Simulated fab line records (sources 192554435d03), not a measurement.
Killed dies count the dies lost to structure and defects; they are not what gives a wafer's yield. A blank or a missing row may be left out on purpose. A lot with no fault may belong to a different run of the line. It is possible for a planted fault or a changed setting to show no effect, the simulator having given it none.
A single fault, viewed from 3 desks ; flow n5_finfet ; each desk has only its own numbers; what lay behind them comes last

THE DEFECT DESK
Counts from the inspections along the route, per lot, as means over the sampled wafers that have a number. A lot is out of limits, marked OUT, if its mean lies more than 4 standard deviations from the usual mean; the brackets give that distance.
Columns: A = raw_defect_count at N5_MIM_TOP_LITHO_INSPECT_12, usual 2.2
lot;first seen here;A
L103;day 11 22:31;2.0
L105;day 12 01:22;1.7
L104;day 12 12:01;2.0
L106;day 12 19:05;2.7
L107;day 13 00:11;2.3
L108;day 14 01:28;1.3
L110;day 14 02:44;1.0
L111;day 14 05:01;1.5
L112;day 14 10:53;3.5
L109;day 14 11:09;3.0
L114;day 15 02:13;1.7
L125;day 18 03:45;2.3
This desk's finding: nothing out of limits on any of the 12 lots.

DESK OF THE TOOL OWNER: rie_metal-01
The tool's own readings at N5_MIM_TOP_ETCH_ETCH_00 (etches TiN in Cl2/BCl3, target depth 38.5 nm): means of the sampled wafers that have a number, for each lot that ran on this tool. A lot is out of limits, marked OUT, if its mean lies more than 4 standard deviations from the usual mean; the brackets give that distance.
Columns: A = bias_w at N5_MIM_TOP_ETCH_ETCH_00, usual 125.9 W; B = drypump_motor_current_A at N5_MIM_TOP_ETCH_ETCH_00, usual 5.8 A; C = mfc_cl2_sccm at N5_MIM_TOP_ETCH_ETCH_00, usual 53.25 sccm; D = oes_product_au at N5_MIM_TOP_ETCH_ETCH_00, usual 0.84 a.u.; E = throttle_valve_pct at N5_MIM_TOP_ETCH_ETCH_00, usual 22.57 %
lot;first seen here;A;B;C;D;E
L107;day 13 00:25;125.9;5.9;53.27;0.90;22.39
L108;day 14 01:36;126.1;6.0;53.26;0.93;22.25
L110;day 14 02:53;126.2;5.7;53.02;0.82;22.69
L112;day 14 11:03;126.2;6.1;53.16;0.92;22.25
L109;day 14 11:32;126.3;5.8;53.13;0.86;22.55
L114;day 15 02:21;124.1 (-4.8) OUT;5.8;53.29;0.83;22.56
This desk's verdict: out of limits on L114, starting with L114 at day 15 02:21 (bias_w at N5_MIM_TOP_ETCH_ETCH_00). L107, L108, L110, L112, L109: within limits.

AT THE METROLOGY DESK
Lot by lot, what the gauges showed, no matter which tool ran the lot: averages of those sampled wafers that carry a number. A lot is out of limits, marked OUT, if its mean lies more than 4 standard deviations from the usual mean; the brackets give that distance.
Columns: A = cd_nm at N5_MIM_BOT_LITHO_CD_MEAS_08, usual 2999.9 nm
lot;first seen here;A
L103;day 11 23:11;3000.6
L105;day 12 02:17;2999.1
L104;day 12 12:57;2999.1
L106;day 12 20:01;3000.8
L107;day 13 01:05;2999.1
L108;day 14 02:11;2998.7
L110;day 14 03:28;2999.7
L111;day 14 06:26;3001.3
L112;day 14 11:34;3000.2
L109;day 14 12:13;3001.1
L114;day 15 03:03;2997.7
L125;day 18 04:28;3001.9
This desk's finding: nothing out of limits on any of the 12 lots.

ALL TOGETHER
At day 15 02:21, on L114, the tool owner's desk was in a position to raise an alarm.
The defect desk saw nothing out of limits.
At the metrology desk, nothing out of limits was observed.
The defect desk has L114 on record, within its limits.
The metrology desk has L114 on record, within its limits.
Of the lots named, all ran N5_MIM_TOP_ETCH_ETCH_00 on rie_metal-01.

WHAT WAS PUT IN BY THE SIMULATOR
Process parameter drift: rie_metal-01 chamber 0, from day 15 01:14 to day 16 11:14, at N5_MIM_TOP_ETCH_ETCH_00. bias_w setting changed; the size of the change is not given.
Lots struck among those shown: L114.
Time in hours from fault onset to the first out-of-limits reading at each desk: the tool owner's desk, 1.
